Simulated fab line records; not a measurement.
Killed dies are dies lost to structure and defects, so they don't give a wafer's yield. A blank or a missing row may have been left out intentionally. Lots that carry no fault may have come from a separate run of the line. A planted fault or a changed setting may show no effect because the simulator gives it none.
Problem report in the 8D (eight disciplines) form, filled by code :: flow nandHarc :: the parts of the form that need people (team, actions taken, sign-off) are left out

1. PROBLEM STATEMENT
Mean of killedAtOther at NHARC_END_SORT_01: 646.5 over 2 wafers from 1 lot, against 0.8 (standard deviation 0.91) on wafers with no fault. So: +99 or more standard deviations from the usual mean.
The first sign was on wafer L614.1 at day 26 00:31, on prober-01. At this step, 32 wafers from 11 lots have a number in the record. Rule for "out" (also "out of limits"): further than 4 standard deviations from the usual mean. Any other wafer with a number is counted as sound.

2. WHAT IT IS, WHAT IT ISN'T
question: which readings at this step
is: killedAtOther, defectLimitedYield, killedDies, sort_bin_2_pct, sortNPass, sortRimYieldPct, sortYieldPct
is not: killedAtArray, killedAtPeriphery, killedOpen, killedShort, sort_bin_3_pct, sort_bin_4_pct

question: which lots
is: L614
is not: L608, L609, L610, L611, L618, L621, L624, L625, L627, L629

question: which wafers of those lots
is: all that have a number
is not: -

question: read on which gauges
is: prober-01
is not: prober-02

question: when
is: from day 26 00:31
is not: up to then (12 sound wafers); but 18 sound wafers of L618, L621, L624, L625, L627, L629 came after

3. THE SUSPECTS, EACH WITH WHAT RULES IT OUT
Counting: a tool at a process step up to the reading stays a suspect if it ran every lot that is out and no sound lot after the first of them.
- the gauge at NHARC_END_SORT_01: kept. All the wafers that are out were read on prober-01, and no step on other tools shows them out.
- rieDiel-06 at NHARC_THIN_TSV_ETCH_44 (etches the open film in CF4/O2, target depth 1594.2 nm, time 797.1 s): ruled out as a lasting fault. Sound lots L624, L627 ran on it after its first lot that is out, L614 (day 25 08:29).
- pvdSputter-03 at NHARC_THIN_TSV_PVD_51 (deposits Cu, target thk 100 nm): kept. It ran the lot that is out, L614 (day 25 11:13), and no sound lot after that; its last sound lot up to then is L611 (day 24 16:49).
- cmp-04 at NHARC_THIN_TSV_CMP_21 (polishes, t overpolish 30 s, target thk 2000 nm): ruled out as a lasting fault. Sound lots L618, L621, L627 ran on it after its first lot that is out, L614 (day 25 12:35).
- rieDiel-06 at NHARC_THIN_TSV_DESCUM_35 (chemistry O2, time 3 s): ruled out as a lasting fault. Sound lots L618, L621, L625, L629 ran on it after its first lot that is out, L614 (day 25 14:10).
After counting, pvdSputter-03 at NHARC_THIN_TSV_PVD_51 and prober-01 at NHARC_END_SORT_01 remain.

4. THE CAUSE (what the simulator had put in)
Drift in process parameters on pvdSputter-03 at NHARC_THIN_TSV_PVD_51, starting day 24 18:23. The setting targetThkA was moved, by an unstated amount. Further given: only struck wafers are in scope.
After counting, 2 suspects remain, this tool included.

5. THE CHAIN OF EFFECTS, in route order
Rows list readings where the struck wafers' mean (over those with a number) sits beyond 3 standard deviations from the usual. Only readings for which the record gives a usual standard deviation are gone through. hours: the time from each lot's start at the first step in this table that gives one to its start at this step, as a median over the lots. sigmas: the change in usual standard deviations.
hours: 0
step: NHARC_END_SORT_01
reading: defectLimitedYield
usual: 93.3 %
on struck wafers: 0.0
change: -93.3
sigmas: -62

hours: 0
step: NHARC_END_SORT_01
reading: killedAtOther
usual: 0.8
on struck wafers: 646.5
change: +645.7
sigmas: +99 or more

hours: 0
step: NHARC_END_SORT_01
reading: killedDies
usual: 46
on struck wafers: 677
change: +631
sigmas: +63

hours: 0
step: NHARC_END_SORT_01
reading: sort_bin_2_pct
usual: 2.4 %
on struck wafers: 97.2
change: +94.8
sigmas: +99 or more

hours: 0
step: NHARC_END_SORT_01
reading: sortNPass
usual: 631
on struck wafers: 0
change: -631
sigmas: -63

hours: 0
step: NHARC_END_SORT_01
reading: sortRimYieldPct
usual: 86 %
on struck wafers: 0
change: -86
sigmas: -19

hours: 0
step: NHARC_END_SORT_01
reading: sortYieldPct
usual: 93.3 %
on struck wafers: 0.0
change: -93.3
sigmas: -62

6. WHAT WOULD HAVE CAUGHT IT SOONER
In this record the first reading out of limits at a measuring or inspecting step was taken at day 26 00:31, 30 hours after the fault began at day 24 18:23.
No tool reading at NHARC_THIN_TSV_PVD_51 that has a usual standard deviation in the record was out on any struck wafer, so an alarm limit of 4 standard deviations on those readings would not have fired.
Lots out: 1; all had begun NHARC_THIN_TSV_PVD_51 on pvdSputter-03 by day 26 00:31. A hold on the tool at that time would have spared none of them.
